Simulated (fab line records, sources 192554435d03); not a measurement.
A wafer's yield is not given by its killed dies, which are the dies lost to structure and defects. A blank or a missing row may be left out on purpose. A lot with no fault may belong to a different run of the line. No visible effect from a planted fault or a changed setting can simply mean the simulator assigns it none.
Which of the tools did it? :: flow n5_finfet :: 36 wafers from 12 lots sampled at 2 of the route's 1938 steps

== WHAT THE GAUGES READ, wafer by wafer ==
N5_BEOL_M15_THK_MEAS_01.
lot: L075
measured: day 12 03:46
on: film_metro-01
M15_ILD_THK (nm): 1606 1608 1643

lot: L078
measured: day 12 09:58
on: film_metro-01
M15_ILD_THK (nm): 1611 1622 1657

lot: L081
measured: day 13 21:33
on: film_metro-01
M15_ILD_THK (nm): 1641 1626 1652

lot: L082
measured: day 14 00:54
on: film_metro-01
M15_ILD_THK (nm): 1635 1658 1633

lot: L084
measured: day 14 13:30
on: film_metro-02
M15_ILD_THK (nm): 1598 1643 1651

lot: L085
measured: day 15 18:55
on: film_metro-01
M15_ILD_THK (nm): 1608 1615 1650

lot: L086
measured: day 16 01:03
on: film_metro-01
M15_ILD_THK (nm): 1615 1647 1643

lot: L089
measured: day 16 16:09
on: film_metro-01
M15_ILD_THK (nm): 1603 1650 1607

lot: L093
measured: day 16 19:17
on: film_metro-02
M15_ILD_THK (nm): 1614 1648 1645

lot: L096
measured: day 17 20:50
on: film_metro-02
M15_ILD_THK (nm): 1614 1637 1641

lot: L094
measured: day 18 02:13
on: film_metro-01
M15_ILD_THK (nm): 1631 1621 1628

lot: L097
measured: day 18 05:08
on: film_metro-02
M15_ILD_THK (nm): 1632 1647 1670

== WHICH TOOL RAN EACH LOT (tool, then ch and the chambers of the sampled wafers, then the start) ==
lot: L075
N5_BEOL_M14_STRIP_64: rie_diel-01 ch 0,1,3, day 12 03:46 or earlier

lot: L078
N5_BEOL_M14_STRIP_64: rie_diel-02 ch 1,2, day 12 09:58 or earlier

lot: L081
N5_BEOL_M14_STRIP_64: rie_diel-01 ch 0,2, day 13 21:33 or earlier

lot: L082
N5_BEOL_M14_STRIP_64: rie_diel-02 ch 2,3, day 14 00:54 or earlier

lot: L084
N5_BEOL_M14_STRIP_64: rie_diel-01 ch 0,2,3, day 14 13:30 or earlier

lot: L085
N5_BEOL_M14_STRIP_64: rie_diel-02 ch 0,1,2, day 15 18:55 or earlier

lot: L086
N5_BEOL_M14_STRIP_64: rie_diel-04 ch 1,2,3, day 16 01:03 or earlier

lot: L089
N5_BEOL_M14_STRIP_64: rie_diel-01 ch 2,3, day 16 16:09 or earlier

lot: L093
N5_BEOL_M14_STRIP_64: rie_diel-02 ch 1,3, day 16 19:17 or earlier

lot: L096
N5_BEOL_M14_STRIP_64: rie_diel-02 ch 0,1, day 17 20:50 or earlier

lot: L094
N5_BEOL_M14_STRIP_64: rie_diel-01 ch 0,1,2, day 18 02:13 or earlier

lot: L097
N5_BEOL_M14_STRIP_64: rie_diel-01 ch 1,2,3, day 18 05:08 or earlier
- N5_BEOL_M14_STRIP_64: strips in O2.

== THE ANSWER, worked out from the rows above alone ==
Rule: usual is defined by the lots themselves. The widest of any qualifying gaps counts: lots, ordered by their means at a reading, are off when they make up no more than a third of the lots, leave a main group of 4 or more, and stand apart from it by 3 or more times the standard deviation of that group's means. The tables above print the reading to a certain number of digits; a main group whose means all agree to those digits is not used. A lot without any number at a reading at which 4 lots or more have one is off too. Where the step has rows for the other lots, those lots are counted as sound.
No lot is off on any of the readings shown, so nothing can be concluded from this.

== WHAT THE SIMULATOR HAD INSERTED ==
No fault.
